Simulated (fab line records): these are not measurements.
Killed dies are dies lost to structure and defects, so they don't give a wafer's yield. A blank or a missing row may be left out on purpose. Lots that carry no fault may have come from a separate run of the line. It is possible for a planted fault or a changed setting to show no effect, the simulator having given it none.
Matching of chambers ; flow n5_finfet ; rie_diel-05 running N5_FIN_SAQP_STRIP_77: 4 sister chambers
The step strips in N2/H2, time 90 s. 18 wafers are shown with their chamber, then 9 later ones without.

== WAFERS WITH THEIR CHAMBER ==
wafer;chamber;showerhead_plenum_p_Torr (Torr);throttle_valve_pct (%);rf_vpp_V (V)
L076.2;3;3.53;12.17;46.0
L076.3;0;3.37;11.92;44.0
L076.4;1;3.35;12.11;47.4
L079.1;2;3.26;12.38;44.9
L079.3;1;3.35;12.14;45.3
L079.4;3;3.52;12.18;46.4
L083.3;1;3.34;12.16;45.6
L083.5;1;3.35;12.16;44.9
L083.6;0;3.36;11.96;44.6
L084.3;2;3.25;12.42;44.6
L084.4;1;3.34;12.15;46.3
L084.6;3;3.52;12.20;46.5
L085.1;0;3.36;11.98;44.8
L085.3;3;3.52;12.20;45.0
L085.5;3;3.52;12.22;44.9
L091.2;3;3.51;12.24;45.3
L091.3;1;3.34;12.18;45.2
L091.5;1;3.34;12.19;45.3

SIGNATURES (means of the wafers above)
reading;chamber 0;chamber 1;chamber 2;chamber 3;scatter within a chamber
showerhead_plenum_p_Torr;3.3633;3.3443;3.2550;3.5200;0.0059
throttle_valve_pct;11.9533;12.1557;12.4000;12.2017;0.0269
rf_vpp_V;44.467;45.714;44.750;45.683;0.725
Rule: a wafer lies at a distance from a chamber equal to the root of the sum of squares, over the readings, of (its reading less the chamber's mean, divided by the reading's scatter). The wafer belongs to the nearest chamber; if the next one is less than 2 further off, it can't be placed. The scatter: take each reading less its chamber's mean, square it, sum over the shown wafers, divide by the number of wafers less the number of chambers, and take the root.

== WAFERS WHOSE CHAMBER IS MISSING ==
wafer;showerhead_plenum_p_Torr (Torr);throttle_valve_pct (%);rf_vpp_V (V)
L092.1;3.34;12.21;46.5
L092.4;3.24;12.47;45.8
L092.6;3.34;12.19;45.3
L095.1;3.51;12.26;46.1
L095.5;3.51;12.27;46.7
L095.6;3.35;12.03;44.7
L097.3;3.33;12.23;45.0
L097.4;3.24;12.50;43.2
L097.6;3.33;12.23;44.7

== THE CHAMBER EACH PASSED THROUGH ==
wafer;from the rows above;in truth
L092.1;1;1
L092.4;2;2
L092.6;1;1
L095.1;3;3
L095.5;3;3
L095.6;can't be placed: 0 or 1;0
L097.3;1;1
L097.4;2;2
L097.6;1;1
8 of 9 placed correctly. Can't be placed from these rows: 1 (the true chamber is among the candidates in 1). Placed wrongly: 0.
